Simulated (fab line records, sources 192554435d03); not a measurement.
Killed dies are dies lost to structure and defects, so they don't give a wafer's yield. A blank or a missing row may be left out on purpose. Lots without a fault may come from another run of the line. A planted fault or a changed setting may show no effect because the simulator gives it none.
Split-lot experiment | flow n5_finfet | 7 lots, 39 wafers read, on a route of 1938 steps

THE SPLIT
At N5_GATE_CUT_ETCH_58 (etches SiNx in CH3F/O2, target depth 17 nm, time 128.6 s), the setting time_s was moved away from the recipe's 128.6 s on 18 of the 39 wafers read, by -20.8% to +23.8%. The other wafers ran this setting at the recipe's value.

The reading is taken at the split's own step.

THE READING
etch.depth_nm (the simulator's own value, which no gauge read), in nm, at N5_GATE_CUT_ETCH_58 (etches SiNx in CH3F/O2, target depth 17 nm, time 128.6 s). The file gives no usual value for it. The 21 wafers here that ran the recipe average 16.87 nm, standard deviation 0.36 nm.

wafer  | tool, chamber at the split | time_s as run, s | against the recipe | etch.depth_nm, nm | against lot-mates on the recipe
L076.1 | rie_diel-02, 3             | 128.6            | recipe             | 17.69             | -
L076.3 | rie_diel-02, 0             | 128.6            | recipe             | 17.29             | -
L076.5 | rie_diel-02, 2             | 128.6            | recipe             | 16.53             | -
L085.1 | rie_diel-02, 3             | 128.6            | recipe             | 17.52             | -
L085.2 | rie_diel-02, 0             | 128.6            | recipe             | 16.84             | -
L085.3 | rie_diel-02, 2             | 117.6            | -8.6%              | 14.93             | -1.99
L085.4 | rie_diel-02, 1             | 117.6            | -8.6%              | 15.6              | -1.32
L085.5 | rie_diel-02, 2             | 128.6            | recipe             | 16.41             | -
L085.6 | rie_diel-02, 3             | 117.6            | -8.6%              | 15.93             | -0.99
L087.1 | rie_diel-04, 2             | 159.2            | +23.8%             | 20.44             | +3.46
L087.2 | rie_diel-04, 0             | 159.2            | +23.8%             | 20.57             | +3.59
L087.3 | rie_diel-04, 1             | 128.6            | recipe             | 17.32             | -
L087.4 | rie_diel-04, 3             | 128.6            | recipe             | 16.88             | -
L087.5 | rie_diel-04, 0             | 128.6            | recipe             | 16.74             | -
L087.6 | rie_diel-04, 1             | 159.2            | +23.8%             | 21.23             | +4.25
L090.1 | rie_diel-04, 0             | 128.6            | recipe             | 16.49             | -
L090.2 | rie_diel-04, 2             | 101.9            | -20.8%             | 12.94             | -3.63
L090.3 | rie_diel-04, 3             | 128.6            | recipe             | 16.59             | -
L090.4 | rie_diel-04, 1             | 101.9            | -20.8%             | 13.37             | -3.20
L090.5 | rie_diel-04, 3             | 128.6            | recipe             | 16.62             | -
L090.6 | rie_diel-04, 2             | 101.9            | -20.8%             | 12.89             | -3.68
L092.1 | rie_diel-04, 1             | 117.2            | -8.9%              | 15.54             | -1.01
L092.2 | rie_diel-04, 2             | 128.6            | recipe             | 16.49             | -
L092.3 | rie_diel-04, 3             | 117.2            | -8.9%              | 15.21             | -1.34
L092.4 | rie_diel-04, 1             | 117.2            | -8.9%              | 15.48             | -1.07
L092.5 | rie_diel-04, 2             | 128.6            | recipe             | 16.47             | -
L092.6 | rie_diel-04, 3             | 128.6            | recipe             | 16.68             | -
L094.1 | rie_diel-02, 3             | 147.4            | +14.6%             | 19.98             | +2.88
L094.2 | rie_diel-02, 2             | 147.4            | +14.6%             | 18.83             | +1.73
L094.3 | rie_diel-02, 1             | 147.4            | +14.6%             | 19.88             | +2.78
L094.4 | rie_diel-02, 0             | 128.6            | recipe             | 17.15             | -
L094.5 | rie_diel-02, 0             | 128.6            | recipe             | 16.96             | -
L094.6 | rie_diel-02, 1             | 128.6            | recipe             | 17.2              | -
L095.1 | rie_diel-06, 0             | 128.6            | recipe             | 16.93             | -
L095.2 | rie_diel-06, 3             | 128.6            | recipe             | 16.94             | -
L095.3 | rie_diel-06, 2             | 128.6            | recipe             | 16.56             | -
L095.4 | rie_diel-06, 3             | 155.5            | +20.9%             | 20.62             | +3.81
L095.5 | rie_diel-06, 0             | 155.5            | +20.9%             | 20.47             | +3.66
L095.6 | rie_diel-06, 2             | 155.5            | +20.9%             | 20.03             | +3.22

THE FIT
A straight line over all 39 wafers: etch.depth_nm changes by +0.172 nm for each +1% of time_s; r = +0.98; the points scatter about the line by 0.38 nm.
The same after taking each lot's own level away (the mean of its wafers on the recipe; 39 wafers): +0.164 nm for each +1%; r = +0.99; scatter 0.34 nm.
On that fit, the largest move of time_s shifts the reading by 3.9 nm.
The lots' own levels span 16.547 to 17.170 nm, that is 1.7 times the standard deviation above.
So the lot-to-lot level changes the slope little: the two slopes agree.
Check: with one of the wafers moved furthest among these (+23.8%) left out of the fit, the line predicts +3.98 nm for it against its lot-mates. It came out at +3.46 nm against them.

OTHER SPLITS ON THESE WAFERS
These wafers also went through other splits before the reading. Each is held against what the fit with the lots' levels taken away leaves over:
other split on the same wafers    | wafers away from the commonest value | r with etch.depth_nm (lot level and that fit taken away)
N5_WELL_APT_IMPLANT_15 energy_kev | 18                                   | -0.25

THE FILE'S OWN FIT
etch.depth_nm changes by +0.164 nm for each +1% of time_s, r = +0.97.
